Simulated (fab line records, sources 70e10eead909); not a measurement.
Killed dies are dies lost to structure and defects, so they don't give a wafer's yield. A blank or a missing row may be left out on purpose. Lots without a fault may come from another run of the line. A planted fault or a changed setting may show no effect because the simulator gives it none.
Chamber matching | flow nand_harc | NHARC_A_STAIRCASE_DESCUM_11 on rie_diel-08: 4 sister chambers
The step chemistry O2, time 3 s. 14 wafers are shown with their chamber, then 7 later ones without.

WAFERS WITH THEIR CHAMBER
wafer  | chamber | drypump_motor_current_A (A) | showerhead_plenum_p_Torr (Torr) | oes_product_au (a.u.)
L074.4 | 3       | 5.9                         | 1.92                            | 1.011
L074.5 | 3       | 5.9                         | 1.92                            | 1.002
L074.6 | 2       | 5.0                         | 1.95                            | 1.012
L078.1 | 3       | 5.9                         | 1.92                            | 1.004
L078.4 | 0       | 5.2                         | 1.90                            | 0.998
L078.5 | 3       | 5.9                         | 1.92                            | 1.001
L081.1 | 2       | 5.0                         | 1.94                            | 1.018
L081.5 | 0       | 5.2                         | 1.90                            | 1.002
L081.6 | 1       | 5.7                         | 2.07                            | 1.001
L084.2 | 0       | 5.3                         | 1.90                            | 1.001
L084.3 | 2       | 5.0                         | 1.94                            | 1.017
L084.6 | 1       | 5.7                         | 2.07                            | 1.002
L088.2 | 0       | 5.3                         | 1.89                            | 1.007
L088.4 | 2       | 5.0                         | 1.93                            | 1.005

SIGNATURES (means of the wafers above)
reading                  | chamber 0 | chamber 1 | chamber 2 | chamber 3 | scatter within a chamber
drypump_motor_current_A  | 5.250     | 5.700     | 5.000     | 5.900     | 0.0316
showerhead_plenum_p_Torr | 1.8975    | 2.0700    | 1.9400    | 1.9200    | 0.00524
oes_product_au           | 1.00200   | 1.00150   | 1.01300   | 1.00450   | 0.00458
Rule: a wafer's distance from a chamber is the root of the sum, over the readings, of the square of ((its reading less the chamber's mean) divided by the reading's scatter). The wafer belongs to the nearest chamber; if the next one is less than 2 further off, it can't be placed. The scatter: the root of (the sum of the squares of (reading less its chamber's mean) over the shown wafers, divided by (wafers less chambers)).

WAFERS WITHOUT THEIR CHAMBER
wafer  | drypump_motor_current_A (A) | showerhead_plenum_p_Torr (Torr) | oes_product_au (a.u.)
L088.5 | 5.9                         | 1.91                            | 1.002
L094.1 | 5.9                         | 1.90                            | 1.009
L094.2 | 5.1                         | 1.93                            | 1.013
L094.6 | 5.2                         | 1.89                            | 1.002
L092.3 | 5.9                         | 1.90                            | 1.009
L092.4 | 5.0                         | 1.93                            | 1.012
L092.5 | 5.7                         | 2.06                            | 0.995

WHICH CHAMBER EACH WENT THROUGH
wafer  | from the rows above | in truth
L088.5 | 3                   | 3
L094.1 | 3                   | 3
L094.2 | 2                   | 2
L094.6 | 0                   | 0
L092.3 | 3                   | 3
L092.4 | 2                   | 2
L092.5 | 1                   | 1
Placed correctly: 7 of 7. Can't be placed from these rows: 0. Placed wrongly: 0.
